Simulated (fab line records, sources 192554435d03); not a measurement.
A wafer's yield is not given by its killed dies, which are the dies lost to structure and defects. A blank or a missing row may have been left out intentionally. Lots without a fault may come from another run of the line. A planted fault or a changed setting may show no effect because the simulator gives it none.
Split-lot trial	flow n5Finfet	21 wafers read across 7 lots, on a route 1938 steps long

== THE SPLIT ==
At N5_FIN_SAQP_ALD_61 (deposits SiO2, target thk 4 nm, pulse time 1 s, purge time 2 s), the setting aldCycles was moved away from the recipe's 43 on 10 of the 21 wafers read, by -14.0% to +14.0%. All remaining wafers had this setting at the recipe value.

Reading taken at the split's own step.

== THE READING ==
SiO2_of_FIN_SAQP_ALD_61.thkNm (the simulator's own value, which no gauge read), in nm, at N5_FIN_SAQP_ALD_61 (deposits SiO2, target thk 4 nm, pulse time 1 s, purge time 2 s). There is no usual value for it anywhere in the file. The 11 wafers here that ran the recipe average 4.003 nm, standard deviation 0.012 nm.

wafer	tool, chamber at the split	aldCycles as run	against the recipe	SiO2_of_FIN_SAQP_ALD_61.thkNm, nm	against lot-mates on the recipe
L082.1	aldSin-01, 3	38	-11.6%	3.563	-0.453
L082.2	aldSin-01, 1	43	recipe	4.025	-
L082.3	aldSin-01, 2	43	recipe	4.006	-
L083.4	aldSin-04, 1	43	recipe	3.992	-
L083.5	aldSin-04, 3	43	recipe	3.998	-
L083.6	aldSin-04, 0	38	-11.6%	3.554	-0.441
L087.2	aldSin-04, 0	43	recipe	3.988	-
L087.5	aldSin-04, 2	46	+7.0%	4.27	+0.282
L087.6	aldSin-04, 3	46	+7.0%	4.245	+0.257
L088.2	aldSin-04, 0	43	recipe	4.023	-
L088.5	aldSin-04, 2	49	+14.0%	4.567	+0.544
L088.6	aldSin-04, 3	49	+14.0%	4.586	+0.563
L089.1	aldSin-01, 3	49	+14.0%	4.577	+0.567
L089.5	aldSin-01, 0	49	+14.0%	4.587	+0.577
L089.6	aldSin-01, 1	43	recipe	4.01	-
L093.1	aldSin-04, 3	43	recipe	4.01	-
L093.3	aldSin-04, 1	43	recipe	3.987	-
L093.5	aldSin-04, 2	43	recipe	3.999	-
L094.1	aldSin-04, 1	37	-14.0%	3.448	-0.552
L094.4	aldSin-04, 3	43	recipe	4	-
L094.5	aldSin-04, 2	37	-14.0%	3.462	-0.538

FIT RESULTS
A straight line over all 21 wafers: SiO2_of_FIN_SAQP_ALD_61.thkNm changes by +0.0399 nm for each +1% of aldCycles; r = +1.00; the points scatter about the line by 0.017 nm.
The same after taking each lot's own level away (the mean of its wafers on the recipe; 21 wafers): +0.0395 nm for each +1%; r = +1.00; scatter 0.011 nm.
That fit puts the effect of the largest move of aldCycles on the reading at 0.55 nm.
Measured against the standard deviation above, the lots' own levels, which go from 3.9880 to 4.0230 nm, span 2.9 times it.
Consequently the slope shifts little with the lot-to-lot level, the two slopes agreeing.
Check: +0.557 nm against its lot-mates is what the line predicts for one of the wafers moved furthest among these (+14.0%) when that wafer is left out of the fit. It came out at +0.544 nm against them.

== THE OTHER SPLITS THESE WAFERS WENT THROUGH ==
Before the reading, these wafers also passed through other splits. Each is held against what the fit with the lots' levels taken away leaves over:
other split on the same wafers	wafers away from the commonest value	r with SiO2_of_FIN_SAQP_ALD_61.thkNm (lot level and that fit taken away)
N5_ZERO_LAYER_EXPOSE_08 doseMj	5	-0.05
N5_WELL_APT_COAT_02 spinRpm	7	-0.14

== FILE'S OWN FIT ==
SiO2_of_FIN_SAQP_ALD_61.thkNm changes by +0.0394 nm for each +1% of aldCycles, r = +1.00.
